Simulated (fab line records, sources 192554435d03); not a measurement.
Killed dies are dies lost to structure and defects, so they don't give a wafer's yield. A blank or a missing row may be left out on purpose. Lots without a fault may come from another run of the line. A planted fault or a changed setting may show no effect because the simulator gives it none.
One fault seen from 3 desks | flow n5_finfet | each desk has only its own numbers; what lay behind them comes last

THE DEFECT DESK
What the inspections along the route counted, lot by lot: means of the sampled wafers that have a number. A lot is out of limits, marked OUT, if its mean lies more than 4 standard deviations from the usual mean; the brackets give that distance.
Columns: A = raw_defect_count at N5_BEOL_M6_INSPECT_58, usual 69
lot  | first seen here | A
L182 | day 9 02:11     | 56
L185 | day 9 18:28     | 105
L186 | day 10 09:18    | 76
L189 | day 10 23:09    | 509 (+21) OUT
L198 | day 13 03:29    | 51
L199 | day 13 17:10    | 61
L200 | day 14 06:53    | 67
L204 | day 14 12:46    | 79
This desk's finding: out of limits on L189; first on L189, day 10 23:09 (raw_defect_count at N5_BEOL_M6_INSPECT_58). In limits: L182, L185, L186, L198, L199, L200, L204.

THE METROLOGY DESK
What the gauges read, lot by lot, whatever tool the lot ran on: means of the sampled wafers that have a number. A lot is out of limits, marked OUT, if its mean lies more than 4 standard deviations from the usual mean; the brackets give that distance. Of its 11 readings 7 are shown: the one that was out of limits first, and those that lie furthest out on some lot.
Columns: A = DIBL_P at N5_BEOL_M4_RC_MEAS_101, usual 36.1 mV/V; B = IOFF_P at N5_BEOL_M4_RC_MEAS_101, usual 0.21 nA/um; C = ION_N at N5_BEOL_M4_RC_MEAS_101, usual 675 uA/um; D = ION_P at N5_BEOL_M4_RC_MEAS_101, usual 464 uA/um; E = VT_N at N5_BEOL_M4_RC_MEAS_101, usual 250 mV; F = VT_P at N5_BEOL_M4_RC_MEAS_101, usual -249 mV; G = M6_THK at N5_BEOL_M6_THK_MEAS_53, usual 79.8 nm
lot  | first seen here | A    | B    | C   | D   | E   | F    | G
L182 | day 8 01:37     | 35.5 | 0.22 | 666 | 460 | 251 | -249 | 82.9
L185 | day 8 23:21     | 35.5 | 0.20 | 677 | 464 | 250 | -250 | 82.1
L186 | day 9 12:39     | 36.4 | 0.23 | 676 | 467 | 251 | -248 | 79.5
L189 | day 10 03:58    | 35.6 | 0.19 | 666 | 456 | 253 | -251 | 116.4 (+15) OUT
L198 | day 12 04:14    | 36.6 | 0.20 | 672 | 460 | 248 | -250 | 79.3
L199 | day 12 22:20    | 39.3 | 0.28 | 698 | 480 | 244 | -244 | 77.0
L200 | day 13 09:56    | 35.1 | 0.19 | 689 | 467 | 247 | -251 | 78.1
L204 | day 13 14:01    | 39.4 | 0.29 | 682 | 470 | 245 | -243 | 77.4
This desk's finding: out of limits on L189; first on L189, day 10 22:59 (M6_THK at N5_BEOL_M6_THK_MEAS_53). In limits: L182, L185, L186, L198, L199, L200, L204.

THE TOOL OWNER'S DESK: cmp-04
The tool's own readings at N5_BEOL_M6_CMP_52 (polishes, stops on SiCOH lowk, t overpolish 6.9 s, target thk 80 nm): means of the sampled wafers that have a number, for each lot that ran on this tool. A lot is out of limits, marked OUT, if its mean lies more than 4 standard deviations from the usual mean; the brackets give that distance.
Columns: A = barrier_field_endpoint_s at N5_BEOL_M6_CMP_52, usual 28.6 s; B = motor_current_A at N5_BEOL_M6_CMP_52, usual 6.0 A; C = overpolish_run_s at N5_BEOL_M6_CMP_52, usual 6.900 s; D = time_to_endpoint_s at N5_BEOL_M6_CMP_52, usual 62 s
lot  | first seen here | A               | B   | C                       | D
L182 | day 9 01:50     | 28.4            | 7.0 | 6.897                   | 64
L186 | day 10 08:56    | 28.4            | 6.4 | 6.894                   | 60
L189 | day 10 22:44    | 34.7 (+8.7) OUT | 5.6 | 4.613 (-99 or more) OUT | 72
L199 | day 13 16:43    | 29.0            | 5.3 | 6.908                   | 63
L200 | day 14 06:26    | 28.1            | 6.7 | 6.903                   | 59
L204 | day 14 12:19    | 28.3            | 4.8 | 6.911                   | 64
This desk's finding: out of limits on L189; first on L189, day 10 22:44 (barrier_field_endpoint_s at N5_BEOL_M6_CMP_52). In limits: L182, L186, L199, L200, L204.

PUT TOGETHER
The tool owner's desk could have raised an alarm at day 10 22:44, on L189.
The metrology desk could have raised an alarm at day 10 22:59, on L189.
The defect desk could have raised an alarm at day 10 23:09, on L189.
Of the lots named, all ran N5_BEOL_M6_CMP_52 on cmp-04.

WHAT THE SIMULATOR HAD PUT IN
Process parameter drift: cmp-04, from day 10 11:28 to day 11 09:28, at N5_BEOL_M6_CMP_52. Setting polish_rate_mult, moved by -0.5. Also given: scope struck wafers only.
Lots struck among those shown: L189.
Hours from the fault's start to each desk's first reading out of limits: the tool owner's desk, 11; the metrology desk, 12; the defect desk, 12.
